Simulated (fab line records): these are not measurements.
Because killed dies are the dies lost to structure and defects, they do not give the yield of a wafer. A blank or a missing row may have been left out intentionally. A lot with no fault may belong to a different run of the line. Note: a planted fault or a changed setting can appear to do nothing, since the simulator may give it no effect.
Matching of chambers    flow nand harc    3 sister chambers for NHARC_P_M1_DEP_33 on pecvd-03
The step deposits SiCN, target thk 30 nm. 16 wafers are shown with their chamber, then 8 later ones without.

== WAFERS WITH THEIR CHAMBER ==
wafer   chamber  heater power w (W)  chamber pressure Torr (Torr)
L076.4  1        613                 3.011
L076.5  2        568                 3.001
L076.6  0        594                 3.003
L075.1  0        564                 3.015
L075.3  1        643                 2.991
L075.6  1        631                 2.997
L082.1  2        572                 3.011
L082.4  0        586                 3.002
L082.6  2        582                 3.006
L085.1  2        511                 3.001
L085.2  0        522                 3.002
L085.3  1        545                 2.998
L093.2  1        648                 3.000
L093.3  2        577                 3.004
L093.4  1        634                 2.999
L092.3  1        589                 2.991

SIGNATURES (means of the wafers above)
reading                chamber 0  chamber 1  chamber 2  scatter within a chamber
heater power w         566.50     614.71     562.00     33.5
chamber pressure Torr  3.00550    2.99814    3.00460    0.00597
Rule: for a wafer and a chamber, the distance is found by dividing, reading by reading, the gap between the wafer's reading and the chamber's mean by the reading's scatter, squaring, summing and taking the root. If the next closest chamber is less than 2 further off than the closest, the wafer can't be placed; otherwise it belongs to the closest. How the scatter is found: for the shown wafers, subtract from each reading the mean of its chamber, square and add these, divide the total by (wafers less chambers), then take the root.

== WAFERS WHOSE CHAMBER IS MISSING ==
wafer   heater power w (W)  chamber pressure Torr (Torr)
L092.4  533                 2.997
L092.6  598                 3.002
L095.1  590                 3.009
L095.3  569                 2.999
L095.6  604                 3.002
L096.1  609                 2.998
L096.2  493                 2.984
L096.6  498                 2.995

== WHICH CHAMBER EACH ONE RAN IN ==
wafer   from the rows above           in truth
L092.4  can't be placed: 2 or 0 or 1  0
L092.6  can't be placed: 1 or 0 or 2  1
L095.1  can't be placed: 0 or 2 or 1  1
L095.3  can't be placed: 2 or 0 or 1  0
L095.6  can't be placed: 1 or 0 or 2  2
L096.1  can't be placed: 1 or 0 or 2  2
L096.2  can't be placed: 2 or 0 or 1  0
L096.6  can't be placed: 2 or 0 or 1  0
0 of 8 placed correctly. Can't be placed from these rows: 8 (the true chamber is among the candidates in 8). Wrongly placed: 0.
